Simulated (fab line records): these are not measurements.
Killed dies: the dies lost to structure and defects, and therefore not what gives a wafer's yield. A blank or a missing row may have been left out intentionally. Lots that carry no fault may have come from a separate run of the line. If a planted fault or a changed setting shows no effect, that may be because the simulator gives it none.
Which tool is to blame? | flow n5 finfet | 45 wafers from 15 lots sampled at 6 of the route's 1938 steps

WHAT THE GAUGES READ, wafer by wafer
N5_BEOL_M10_OVL_MEAS_12.
lot  | measured     | on         | M10_OVL (nm)
L643 | day 11 03:46 | overlay-01 | -0.5 1.2 0.6
L646 | day 13 03:36 | overlay-01 | 0.4 0.7 0.2
L645 | day 13 08:01 | overlay-01 | -0.5 1.8 0.7
L647 | day 14 03:44 | overlay-01 | 2.3 1.4 0.3
L649 | day 14 11:16 | overlay-01 | 0.9 -0.9 1.3
L650 | day 14 18:08 | overlay-02 | 0.3 -0.6 0.7
L644 | day 16 01:43 | overlay-01 | 0.2 0.2 -0.1
L658 | day 16 09:53 | overlay-01 | 0.8 1.8 0.2
L659 | day 17 00:33 | overlay-02 | 0.4 2.2 1.0
L656 | day 17 04:30 | overlay-02 | -0.4 0.3 -0.4
L662 | day 17 09:41 | overlay-02 | -0.3 0.2 -1.5
L661 | day 17 10:02 | overlay-01 | 0.6 0.1 0.9
L663 | day 17 11:26 | overlay-02 | 0.3 0.2 -0.9
L664 | day 17 16:42 | overlay-02 | -0.6 0.1 0.1
L665 | day 17 20:35 | overlay-02 | 0.2 0.0 -1.1

N5_BEOL_M10_CD_MEAS_18: pitch 140 nm, target cd 70 nm.
lot  | measured     | on        | cd nm (nm)
L643 | day 11 04:17 | cd sem-01 | 70.8 69.6 68.9
L646 | day 13 04:13 | cd sem-02 | 70.1 69.9 70.2
L645 | day 13 08:34 | cd sem-01 | 70.0 71.5 70.2
L647 | day 14 04:20 | cd sem-02 | 69.9 69.1 69.9
L649 | day 14 11:47 | cd sem-01 | 69.8 71.1 70.4
L650 | day 14 19:25 | cd sem-01 | 70.2 69.8 70.3
L644 | day 16 02:13 | cd sem-02 | 70.0 69.7 69.6
L658 | day 16 10:26 | cd sem-01 | - - -
L659 | day 17 01:18 | cd sem-02 | - - -
L656 | day 17 05:38 | cd sem-03 | - - -
L662 | day 17 10:11 | cd sem-01 | 70.3 70.1 70.1
L661 | day 17 10:34 | cd sem-01 | 69.5 69.5 70.1
L663 | day 17 11:56 | cd sem-01 | 69.4 69.5 69.1
L664 | day 17 17:40 | cd sem-02 | 69.5 69.8 70.3
L665 | day 17 21:31 | cd sem-02 | 69.1 70.0 70.3

EACH LOT AND THE TOOL THAT RAN IT (in order: tool; ch and the chambers of the sampled wafers; start)
lot  | N5_BEOL_M9_ANNEAL_51             | N5_BEOL_M10_ETCH_61                | N5_BEOL_M10_ETCH_62                | N5_BEOL_M10_STRIP_19
L643 | rtp anneal-02 ch 0, day 10 23:06 | rie diel-03 ch 0,1, day 11 03:52   | rie diel-03 ch 0,1, day 11 03:55   | rie diel-01 ch 0,2, day 11 04:13
L646 | rtp anneal-01 ch 0, day 12 23:44 | rie diel-03 ch 1,2, day 13 03:43   | rie diel-03 ch 1,2, day 13 03:46   | rie diel-03 ch 1,2,3, day 13 04:09
L645 | rtp anneal-01 ch 0, day 13 02:55 | rie diel-01 ch 0,1, day 13 08:07   | rie diel-01 ch 0,1, day 13 08:10   | rie diel-01 ch 0,1,3, day 13 08:30
L647 | rtp anneal-01 ch 0, day 13 22:45 | rie diel-01 ch 0,2,3, day 14 03:50 | rie diel-01 ch 0,2,3, day 14 03:53 | rie diel-01 ch 1,2,3, day 14 04:16
L649 | rtp anneal-01 ch 0, day 14 09:13 | rie diel-05 ch 0,3, day 14 11:22   | rie diel-05 ch 0,3, day 14 11:25   | rie diel-05 ch 0,1, day 14 11:43
L650 | rtp anneal-01 ch 0, day 14 14:12 | rie diel-05 ch 0,1,3, day 14 18:56 | rie diel-05 ch 0,1,3, day 14 18:59 | rie diel-05 ch 0,1,3, day 14 19:20
L644 | rtp anneal-02 ch 0, day 15 23:01 | rie diel-03 ch 1,3, day 16 01:48   | rie diel-03 ch 1,3, day 16 01:51   | rie diel-03 ch 0,1,2, day 16 02:09
L658 | rtp anneal-01 ch 0, day 16 06:22 | rie diel-03 ch 2,3, day 16 09:59   | rie diel-03 ch 2,3, day 16 10:02   | rie diel-01 ch 0,1,3, day 16 10:22
L659 | rtp anneal-01 ch 0, day 16 21:46 | rie diel-05 ch 0,3, day 17 00:38   | rie diel-05 ch 0,3, day 17 00:41   | rie diel-05 ch 0,3, day 17 01:14
L656 | rtp anneal-01 ch 0, day 17 01:13 | rie diel-01 ch 1,2,3, day 17 05:13 | rie diel-01 ch 1,2,3, day 17 05:16 | rie diel-03 ch 1,2,3, day 17 05:33
L662 | rtp anneal-02 ch 0, day 17 05:59 | rie diel-05 ch 0,2,3, day 17 09:46 | rie diel-05 ch 0,2,3, day 17 09:49 | rie diel-03 ch 0,1,3, day 17 10:07
L661 | rtp anneal-01 ch 0, day 17 06:08 | rie diel-01 ch 1,2,3, day 17 10:08 | rie diel-01 ch 1,2,3, day 17 10:11 | rie diel-01 ch 0,1,3, day 17 10:29
L663 | rtp anneal-01 ch 0, day 17 09:05 | rie diel-03 ch 2,3, day 17 11:31   | rie diel-03 ch 2,3, day 17 11:34   | rie diel-03 ch 1,2, day 17 11:52
L664 | rtp anneal-02 ch 0, day 17 11:17 | rie diel-05 ch 0,1,2, day 17 17:15 | rie diel-05 ch 0,1,2, day 17 17:18 | rie diel-03 ch 2,3, day 17 17:36
L665 | rtp anneal-02 ch 0, day 17 17:37 | rie diel-01 ch 0,2,3, day 17 21:06 | rie diel-01 ch 0,2,3, day 17 21:09 | rie diel-03 ch 0,1,2, day 17 21:27
- N5_BEOL_M9_ANNEAL_51: time 90 s.
- N5_BEOL_M10_ETCH_61: etches SiARC in CF4, target depth 39 nm, time 65 s.
- N5_BEOL_M10_ETCH_62: etches SOC in N2/H2, target depth 110 nm, overetch 22 nm, time 165 s.
- N5_BEOL_M10_STRIP_19: strips in O2.

WHAT THE TOOLS THEMSELVES READ (means of the sampled wafers that have a number; where no wafer has one, the mark that the record gives instead)
N5_BEOL_M9_ANNEAL_51.
lot  | tool          | anneal temp c (C) | anneal temp c max | wafer_temp_C_max
L643 | rtp anneal-02 | 225.01            | 226.03            | 225.8
L646 | rtp anneal-01 | 225.02            | 226.13            | 226.2
L645 | rtp anneal-01 | 224.87            | 225.94            | 226.3
L647 | rtp anneal-01 | 225.23            | 226.34            | 226.3
L649 | rtp anneal-01 | 224.99            | 225.97            | 226.0
L650 | rtp anneal-01 | 225.01            | 226.23            | 226.2
L644 | rtp anneal-02 | 225.07            | 226.05            | 225.9
L658 | rtp anneal-01 | 224.90            | 226.05            | 226.3
L659 | rtp anneal-01 | 224.88            | 225.96            | 226.1
L656 | rtp anneal-01 | 225.04            | 226.02            | 226.6
L662 | rtp anneal-02 | 224.93            | 225.98            | 226.0
L661 | rtp anneal-01 | 225.03            | 225.91            | 226.2
L663 | rtp anneal-01 | 224.82            | 225.84            | 226.1
L664 | rtp anneal-02 | 224.84            | 225.69            | 226.2
L665 | rtp anneal-02 | 225.24            | 226.30            | 226.1

N5_BEOL_M10_ETCH_61.
lot  | tool        | bias w (W) | cf4 flow sccm (sccm) | drypump motor current A (A) | etch rf on time s (s) | mfc ar sccm (sccm) | oes product au (a.u.) | rf fwd power W (W) | rf vpp V (V) | showerhead plenum p Torr (Torr) | throttle valve pct (%)
L643 | rie diel-03 | 36.01      | 100.1                | 6.2                         | 65.6                  | 99.91              | 0.70                  | 538.6              | 183.1        | 2.11                            | 15.59
L646 | rie diel-03 | 35.98      | 100.0                | 6.6                         | 64.6                  | 100.31             | 0.70                  | 538.0              | 184.3        | 2.17                            | 15.54
L645 | rie diel-01 | 35.99      | 100.1                | 6.3                         | 66.1                  | 99.92              | 0.64                  | 535.6              | 182.7        | 2.06                            | 15.64
L647 | rie diel-01 | 35.89      | 100.0                | 5.6                         | 66.5                  | 99.98              | 0.61                  | 535.6              | 182.8        | 2.06                            | 15.72
L649 | rie diel-05 | 36.06      | 99.7                 | 5.5                         | 64.6                  | 100.10             | 0.70                  | 540.3              | 184.0        | 2.15                            | 15.51
L650 | rie diel-05 | 36.00      | 99.8                 | 5.7                         | 65.1                  | 99.95              | 0.72                  | 537.3              | 183.5        | 2.12                            | 15.48
L644 | rie diel-03 | 36.01      | 99.9                 | 5.9                         | 64.9                  | 100.16             | 0.75                  | 536.8              | 184.5        | 2.18                            | 15.65
L658 | rie diel-03 | -          | -                    | -                           | -                     | -                  | -                     | -                  | -            | -                               | -
L659 | rie diel-05 | -          | -                    | -                           | -                     | -                  | -                     | -                  | -            | -                               | -
L656 | rie diel-01 | -          | -                    | -                           | -                     | -                  | -                     | -                  | -            | -                               | -
L662 | rie diel-05 | 36.06      | 100.1                | 5.5                         | 63.9                  | 99.86              | 0.74                  | 538.6              | 184.6        | 2.15                            | 15.48
L661 | rie diel-01 | 35.96      | 100.0                | 5.7                         | 64.6                  | 100.02             | 0.68                  | 538.4              | 183.4        | 2.07                            | 15.46
L663 | rie diel-03 | 36.14      | 99.8                 | 6.3                         | 64.0                  | 99.98              | 0.69                  | 539.2              | 183.3        | 2.17                            | 15.81
L664 | rie diel-05 | 35.99      | 100.0                | 5.7                         | 64.0                  | 99.86              | 0.73                  | 536.3              | 184.2        | 2.15                            | 15.55
L665 | rie diel-01 | 35.99      | 100.0                | 5.6                         | 65.2                  | 100.03             | 0.66                  | 538.3              | 183.6        | 2.05                            | 15.63

N5_BEOL_M10_ETCH_62.
lot  | tool        | bias w (W) | chamber pressure mTorr (mTorr) | drypump motor current A (A) | oes product au (a.u.) | rf fwd power W (W) | rf vpp V (V) | showerhead plenum p Torr (Torr) | throttle valve pct (%)
L643 | rie diel-03 | 150.2      | 30.000                         | 6.2                         | 0.69                  | 835.8              | 521.9        | 2.51                            | 17.89
L646 | rie diel-03 | 150.1      | 29.983                         | 6.5                         | 0.69                  | 839.8              | 524.2        | 2.57                            | 17.73
L645 | rie diel-01 | 150.0      | 29.986                         | 6.3                         | 0.65                  | 835.1              | 521.4        | 2.44                            | 17.79
L647 | rie diel-01 | 149.9      | 30.017                         | 5.6                         | 0.61                  | 837.2              | 521.4        | 2.44                            | 17.81
L649 | rie diel-05 | 149.8      | 30.015                         | 5.4                         | 0.70                  | 837.8              | 523.3        | 2.53                            | 17.62
L650 | rie diel-05 | 149.9      | 29.962                         | 5.7                         | 0.71                  | 837.2              | 522.3        | 2.50                            | 17.57
L644 | rie diel-03 | 149.9      | 29.993                         | 5.9                         | 0.73                  | 835.4              | 524.5        | 2.59                            | 17.88
L658 | rie diel-03 | 149.9      | 30.014                         | 6.3                         | 0.31                  | 837.0              | 524.9        | 2.57                            | 17.91
L659 | rie diel-05 | 150.1      | 29.990                         | 5.4                         | 0.30                  | 835.2              | 523.0        | 2.49                            | 17.49
L656 | rie diel-01 | 150.0      | 30.004                         | 5.7                         | 0.30                  | 837.6              | 521.5        | 2.45                            | 17.61
L662 | rie diel-05 | 150.4      | 30.021                         | 5.5                         | 0.73                  | 834.8              | 523.4        | 2.54                            | 17.62
L661 | rie diel-01 | 149.8      | 29.983                         | 5.6                         | 0.68                  | 837.9              | 521.3        | 2.45                            | 17.66
L663 | rie diel-03 | 150.4      | 30.026                         | 6.3                         | 0.68                  | 839.2              | 524.5        | 2.56                            | 17.98
L664 | rie diel-05 | 149.7      | 30.006                         | 5.7                         | 0.72                  | 835.1              | 524.4        | 2.54                            | 17.70
L665 | rie diel-01 | 149.6      | 29.994                         | 5.6                         | 0.65                  | 838.2              | 520.5        | 2.43                            | 17.77

N5_BEOL_M10_STRIP_19.
lot  | tool        | drypump motor current A (A) | oes product au (a.u.) | rf vpp V (V) | showerhead plenum p Torr (Torr) | throttle valve pct (%)
L643 | rie diel-01 | 5.9                         | 0.74                  | 3.9          | 2.06                            | 16.83
L646 | rie diel-03 | 6.3                         | 0.85                  | 3.8          | 2.13                            | 16.69
L645 | rie diel-01 | 5.9                         | 0.76                  | 3.5          | 1.98                            | 16.61
L647 | rie diel-01 | 5.7                         | 0.74                  | 4.5          | 2.03                            | 16.61
L649 | rie diel-05 | 5.7                         | 0.83                  | 3.6          | 2.08                            | 16.50
L650 | rie diel-05 | 5.7                         | 0.83                  | 4.0          | 2.06                            | 16.45
L644 | rie diel-03 | 6.4                         | 0.78                  | 4.3          | 2.08                            | 16.67
L658 | rie diel-01 | 5.9                         | 0.73                  | 3.6          | 1.97                            | 16.68
L659 | rie diel-05 | 5.5                         | 0.79                  | 3.8          | 2.07                            | 16.48
L656 | rie diel-03 | 6.3                         | 0.81                  | 3.4          | 2.12                            | 16.75
L662 | rie diel-03 | 6.0                         | 0.81                  | 3.9          | 2.08                            | 16.69
L661 | rie diel-01 | 5.9                         | 0.73                  | 3.3          | 1.97                            | 16.68
L663 | rie diel-03 | 6.6                         | 0.77                  | 3.7          | 2.11                            | 16.66
L664 | rie diel-03 | 6.0                         | 0.83                  | 3.6          | 2.13                            | 16.85
L665 | rie diel-03 | 6.4                         | 0.77                  | 4.1          | 2.07                            | 16.70

THE ANSWER, worked out from the rows above alone
Rule: usual is defined by the lots themselves. Put in order of their means at a reading, lots are off if they are a third of the lots or fewer, leave a main group of 4 or more, and stand apart from it by a gap of 3 or more times the standard deviation of the main group's means; of several such gaps the widest counts. Not used: any main group whose means are identical at the precision the tables above print for the reading. Also off: a lot with no number at a reading for which 4 or more lots have one. The other lots that the step has rows for count as sound. Order of review: gauges by route order, followed by the tools' own readings, for which a lot's mean as printed above is used. At the first step where some lot is off, the reading lying furthest off is the one used; lots without a number count as furthest.
Off at N5_BEOL_M10_CD_MEAS_18 (cd nm): L658, L659, L656. Without a number there: L658, L659, L656. Mean 69.9 nm and standard deviation 0.33 in the main group.
A tool fits if, at a process step before that reading, it ran every lot that is off, and no sound lot after the first of them. The gauges at N5_BEOL_M10_CD_MEAS_18 aren't tried: what is off there is off at N5_BEOL_M10_ETCH_61 too, on other tools, and a gauge's error can't cause that. Of those tried, none fits.

WHAT THE SIMULATOR HAD INSERTED
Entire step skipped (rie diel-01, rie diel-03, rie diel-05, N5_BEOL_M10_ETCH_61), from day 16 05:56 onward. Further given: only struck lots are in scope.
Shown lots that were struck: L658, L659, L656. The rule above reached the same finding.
